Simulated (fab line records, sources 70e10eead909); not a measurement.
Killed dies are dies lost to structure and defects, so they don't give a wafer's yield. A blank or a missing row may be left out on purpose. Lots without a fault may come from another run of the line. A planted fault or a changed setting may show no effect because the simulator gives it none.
Chamber matching | flow nand_harc | NHARC_A_STAIRCASE_DEP_151 on pecvd-03: 3 sister chambers
The step deposits SiO2, target thk 7200 nm. 14 wafers are shown with their chamber, then 7 later ones without.

WAFERS WITH THEIR CHAMBER
wafer  | chamber | heater_power_w (W)
L075.1 | 0       | 505
L075.2 | 2       | 634
L075.5 | 2       | 552
L078.3 | 1       | 798
L078.5 | 1       | 644
L078.6 | 0       | 503
L079.4 | 1       | 639
L079.5 | 2       | 522
L079.6 | 0       | 505
L081.1 | 2       | 658
L081.4 | 0       | 490
L081.5 | 2       | 535
L086.1 | 1       | 762
L086.4 | 0       | 500

SIGNATURES (means of the wafers above)
reading        | chamber 0 | chamber 1 | chamber 2 | scatter within a chamber
heater_power_w | 500.60    | 710.75    | 580.20    | 56.5
Rule: a wafer's distance from a chamber is the root of the sum, over the readings, of the square of ((its reading less the chamber's mean) divided by the reading's scatter). The wafer belongs to the nearest chamber; if the next one is less than 2 further off, it can't be placed. The scatter: the root of (the sum of the squares of (reading less its chamber's mean) over the shown wafers, divided by (wafers less chambers)).

WAFERS WITHOUT THEIR CHAMBER
wafer  | heater_power_w (W)
L086.6 | 536
L084.1 | 793
L084.2 | 557
L084.5 | 537
L095.2 | 743
L095.4 | 588
L095.6 | 504

WHICH CHAMBER EACH WENT THROUGH
wafer  | from the rows above     | in truth
L086.6 | can't be placed: 0 or 2 | 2
L084.1 | 1                       | 1
L084.2 | can't be placed: 2 or 0 | 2
L084.5 | can't be placed: 0 or 2 | 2
L095.2 | 1                       | 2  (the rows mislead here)
L095.4 | can't be placed: 2 or 0 | 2
L095.6 | can't be placed: 0 or 2 | 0
Placed correctly: 1 of 7. Can't be placed from these rows: 5 (the true chamber is among the candidates in 5). Placed wrongly: 1.
